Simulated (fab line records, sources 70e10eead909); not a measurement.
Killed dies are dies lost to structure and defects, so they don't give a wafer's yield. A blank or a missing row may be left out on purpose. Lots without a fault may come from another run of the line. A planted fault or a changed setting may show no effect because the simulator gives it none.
A struck lot beside a sound one | flow nand_harc | 17 steps out of a route of 1159
Sound: wafers L240.2, L240.3, L240.5. Struck: wafers L250.2, L250.5, L250.6. The cause comes at the end.
At each step with rows: each side's tool, then ch and its chambers, then its first start. Under that, the readings that differ: sound wafers | struck wafers | difference of the means | sigmas: that difference in standard deviations of wafers without a fault.
alike: readings whose means differ by less than 2 such deviations, and words and numbers that are the same on both sides. not compared: withheld readings, readings that some wafer has no value for, bounds like >300 that may hide the same value, and numbers for which the record gives no deviation and whose values overlap.
The two part at a step that has a row with sigmas, a row that says differs or no value, or rows on one side only. Numbers that don't overlap but have no deviation are shown without sigmas and don't part them. A reading that every wafer of one side lacks parts them only if that side has two wafers or more.

NHARC_A_WL_FILL_INSPECT_15:
  sound on defect_inspect-01, day 16 18:16; struck on defect_inspect-01, day 19 11:14
  alike: raw_defect_count
NHARC_A_CONTACT_DEP_24: deposits SiO2, target thk 500 nm.
  sound on pecvd-03 ch 1,2, day 16 18:20; struck on pecvd-03 ch 1,2, day 19 11:19
  alike: heater_power_w, throttle_valve_pct
NHARC_A_CONTACT_DEP_28: deposits aC, target thk 3600 nm.
  sound on acl_dep-02 ch 0, day 16 19:19; struck on acl_dep-02 ch 0, day 19 13:18
  alike: throttle_valve_pct
NHARC_A_CONTACT_DEP_29: deposits SiON, target thk 70 nm.
  sound on pecvd-03 ch 0,1, day 16 21:16; struck on pecvd-04 ch 1,2, day 19 15:12
  alike: heater_power_w
then, 7 steps without rows for these wafers: NHARC_A_CONTACT_DEHYDRATE_32 (time 120 s); NHARC_A_CONTACT_HMDS_33 (time 30 s); NHARC_A_CONTACT_COAT_34 (time 75 s); NHARC_A_CONTACT_COAT_35 (time 65 s); NHARC_A_CONTACT_COAT_36 (resist thk 90 nm); NHARC_A_CONTACT_SOFTBAKE_37 (time 55 s); NHARC_A_CONTACT_EBR_38.
NHARC_A_CONTACT_EXPOSE_39: exposes mask A CC 3.
  sound on arfi_scanner-03 ch 0, day 16 21:43; struck on arfi_scanner-02 ch 0, day 19 15:38
  reading              | sound             | struck            | difference | sigmas
  exposure_dose_mJ_cm2 | 58.81 58.86 58.80 | 79.94 79.87 79.87 | +21.07     | +99 or more
  alike: mask
then, 2 steps without rows for these wafers: NHARC_A_CONTACT_PEB_40 (peb time 65 s); NHARC_A_CONTACT_DEVELOP_41 (develop time 35 s).
NHARC_A_CONTACT_CD_MEAS_42: target cd 200 nm.
  sound on cd_sem-02 ch 0, day 16 21:52; struck on cd_sem-02 ch 0, day 19 15:46
  reading    | sound             | struck            | difference | sigmas
  cd_nm (nm) | 200.1 200.1 200.3 | 217.0 216.2 218.0 | +16.9      | +28
NHARC_A_CONTACT_OVL_MEAS_43:
  sound on overlay-01, day 16 21:56; struck on overlay-01, day 19 15:52
  alike: overlay_x_nm, overlay_y_nm
-- the record jumps here: 3 days lie between the struck wafers' starts before and after (it left off in module A_CONTACT and takes up again in module END, whose first step shown is number 1159 of the route) --
NHARC_END_SORT_01:
  sound on prober-02 ch 0, day 19 20:18; struck on prober-01 ch 0, day 22 15:42
  alike: killed_at_array, killed_at_other, killed_at_periphery, killed_dies, killed_open, killed_short

WHERE THEY PART
First at NHARC_A_CONTACT_EXPOSE_39; last, within this record, at NHARC_A_CONTACT_CD_MEAS_42. Later steps at which nothing parts them and some readings are alike: NHARC_A_CONTACT_OVL_MEAS_43, NHARC_END_SORT_01.

WHY: what the simulator had put in
Process parameter drift: arfi_scanner-02, from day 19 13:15 on, at NHARC_A_CONTACT_EXPOSE_39. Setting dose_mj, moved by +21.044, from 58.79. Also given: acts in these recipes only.
